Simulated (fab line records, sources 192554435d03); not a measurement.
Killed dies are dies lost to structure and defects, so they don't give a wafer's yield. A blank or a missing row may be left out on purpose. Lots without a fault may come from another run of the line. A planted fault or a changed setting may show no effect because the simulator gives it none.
A struck lot beside a sound one | flow n5_finfet | 15 steps out of a route of 1938
Sound: wafers L221.1, L221.2, L221.6. Struck: wafers L220.2, L220.4. The cause comes at the end.
At each step with rows: each side's tool, then ch and its chambers, then its first start. Under that, the readings that differ: sound wafers | struck wafers | difference of the means | sigmas: that difference in standard deviations of wafers without a fault.
alike: readings whose means differ by less than 2 such deviations, and words and numbers that are the same on both sides. not compared: withheld readings, readings that some wafer has no value for, bounds like >300 that may hide the same value, and numbers for which the record gives no deviation and whose values overlap.
The two part at a step that has a row with sigmas, a row that says differs or no value, or rows on one side only. Numbers that don't overlap but have no deviation are shown without sigmas and don't part them. A reading that every wafer of one side lacks parts them only if that side has two wafers or more.

first, 8 steps without rows for these wafers: N5_BEOL_M13_COAT_66 (time 60 s, resist thk 110 nm); N5_BEOL_M13_COAT_22 (resist thk 300 nm); N5_BEOL_M13_EBR_24; N5_BEOL_M13_SOFTBAKE_23 (time 60 s); N5_BEOL_M13_EXPOSE_25 (exposes mask M13, target cd 210 nm); N5_BEOL_M13_PEB_26 (peb time 90 s); N5_BEOL_M13_DEVELOP_27 (develop time 45 s); N5_BEOL_M13_HARDBAKE_32 (time 120 s).
N5_BEOL_M13_CD_MEAS_28: target cd 209.5 nm.
  sound on cd_sem-02 ch 0, day 15 08:39; struck on cd_sem-02 ch 0, day 14 09:47
  reading    | sound             | struck      | difference | sigmas
  cd_nm (nm) | 207.7 210.0 208.6 | 211.6 213.3 | +3.7       | +3
N5_BEOL_M13_OVL_MEAS_29:
  sound on overlay-01 ch 0, day 15 08:41; struck on overlay-02 ch 0, day 14 09:49
  reading      | sound  | struck | difference | sigmas
  M13_OVL (nm) | 13 5 7 | -4 -3  | -12        | -2
N5_BEOL_M13_INSPECT_30: inspects for defects (macro).
  sound on defect_inspect-02, day 15 08:43; struck on defect_inspect-02, day 14 09:50
  alike: raw_defect_count
N5_BEOL_M13_DESCUM_33: chemistry O2, time 7.9 s.
  sound on rie_diel-04 ch 0,3, day 15 09:23; struck on rie_diel-01 ch 1,3, day 14 09:52
  alike: bias_power_w, drypump_motor_current_A, o2_flow_sccm, oes_product_au, rf_fwd_power_W, rf_vpp_V, showerhead_plenum_p_Torr, throttle_valve_pct
  not compared: rf_hours_counter_h
N5_BEOL_M13_ETCH_67: etches SiARC in CF4, target depth 143 nm, time 238.3 s.
  sound on rie_diel-04 ch 0,3, day 15 09:26; struck on rie_diel-01 ch 1,3, day 14 09:55
  reading               | sound       | struck  | difference | sigmas
  etch_rf_on_time_s (s) | 233 239 233 | 159 164 | -74        | -12
  alike: drypump_motor_current_A, oes_product_au, rf_fwd_power_W, rf_vpp_V, showerhead_plenum_p_Torr, throttle_valve_pct
  not compared: rf_hours_counter_h
N5_BEOL_M13_ETCH_68: etches SOC in N2/H2, time 355 s.
  sound on rie_diel-04 ch 0,3, day 15 09:34; struck on rie_diel-01 ch 1,3, day 14 10:04
  alike: drypump_motor_current_A, oes_product_au, rf_fwd_power_W, rf_vpp_V, showerhead_plenum_p_Torr, throttle_valve_pct
  not compared: rf_hours_counter_h
then, 1 step without rows for these wafers: N5_PASSIVATION_PROBE_49.

WHERE THEY PART
First at N5_BEOL_M13_CD_MEAS_28; last, within this record, at N5_BEOL_M13_ETCH_67. Later steps at which nothing parts them and some readings are alike: N5_BEOL_M13_ETCH_68.

WHY: what the simulator had put in
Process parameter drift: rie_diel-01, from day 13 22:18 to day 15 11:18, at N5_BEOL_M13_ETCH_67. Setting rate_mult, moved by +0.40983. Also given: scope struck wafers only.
